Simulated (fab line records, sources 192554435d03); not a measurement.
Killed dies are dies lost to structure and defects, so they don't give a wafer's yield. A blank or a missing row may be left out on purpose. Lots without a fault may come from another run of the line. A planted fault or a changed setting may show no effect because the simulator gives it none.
Chamber matching | flow n5_finfet | N5_BEOL_M5_CO_CAP_78 on cvd_co-02: 3 sister chambers
The step material Co, precursor CCTBA/H2, target thk 2 nm, time 102.1 s. 36 wafers are shown with their chamber, then 12 later ones without.

WAFERS WITH THEIR CHAMBER
wafer  | chamber | heater_power_w (W)
L075.3 | 1       | 214
L075.4 | 1       | 229
L075.6 | 2       | 222
L077.1 | 1       | 229
L077.4 | 2       | 222
L077.5 | 1       | 230
L079.1 | 2       | 222
L079.2 | 1       | 222
L079.3 | 0       | 211
L079.4 | 1       | 223
L079.5 | 2       | 218
L079.6 | 0       | 222
L081.1 | 0       | 214
L081.3 | 1       | 224
L081.6 | 2       | 219
L083.1 | 2       | 222
L083.2 | 0       | 217
L083.3 | 1       | 226
L085.1 | 0       | 215
L085.3 | 2       | 216
L085.6 | 2       | 223
L084.2 | 1       | 227
L084.4 | 1       | 231
L084.5 | 0       | 216
L089.2 | 0       | 213
L089.3 | 1       | 228
L089.5 | 0       | 216
L087.1 | 2       | 220
L087.2 | 0       | 216
L087.5 | 1       | 224
L088.3 | 1       | 230
L088.4 | 1       | 221
L088.5 | 0       | 209
L090.1 | 2       | 227
L090.2 | 0       | 215
L090.3 | 1       | 228

SIGNATURES (means of the wafers above)
reading        | chamber 0 | chamber 1 | chamber 2 | scatter within a chamber
heater_power_w | 214.91    | 225.73    | 221.10    | 3.82
Rule: a wafer's distance from a chamber is the root of the sum, over the readings, of the square of ((its reading less the chamber's mean) divided by the reading's scatter). The wafer belongs to the nearest chamber; if the next one is less than 2 further off, it can't be placed. The scatter: the root of (the sum of the squares of (reading less its chamber's mean) over the shown wafers, divided by (wafers less chambers)).

WAFERS WITHOUT THEIR CHAMBER
wafer  | heater_power_w (W)
L090.4 | 225
L090.5 | 226
L090.6 | 213
L094.3 | 221
L094.4 | 213
L094.5 | 219
L096.2 | 230
L096.3 | 216
L096.4 | 221
L097.1 | 209
L097.3 | 225
L097.6 | 225

WHICH CHAMBER EACH WENT THROUGH
wafer  | from the rows above          | in truth
L090.4 | can't be placed: 1 or 2      | 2
L090.5 | can't be placed: 1 or 2      | 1
L090.6 | can't be placed: 0 or 2      | 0
L094.3 | can't be placed: 2 or 1 or 0 | 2
L094.4 | can't be placed: 0 or 2      | 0
L094.5 | can't be placed: 2 or 0 or 1 | 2
L096.2 | can't be placed: 1 or 2      | 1
L096.3 | can't be placed: 0 or 2      | 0
L096.4 | can't be placed: 2 or 1 or 0 | 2
L097.1 | can't be placed: 0 or 2      | 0
L097.3 | can't be placed: 1 or 2      | 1
L097.6 | can't be placed: 1 or 2      | 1
Placed correctly: 0 of 12. Can't be placed from these rows: 12 (the true chamber is among the candidates in 12). Placed wrongly: 0.
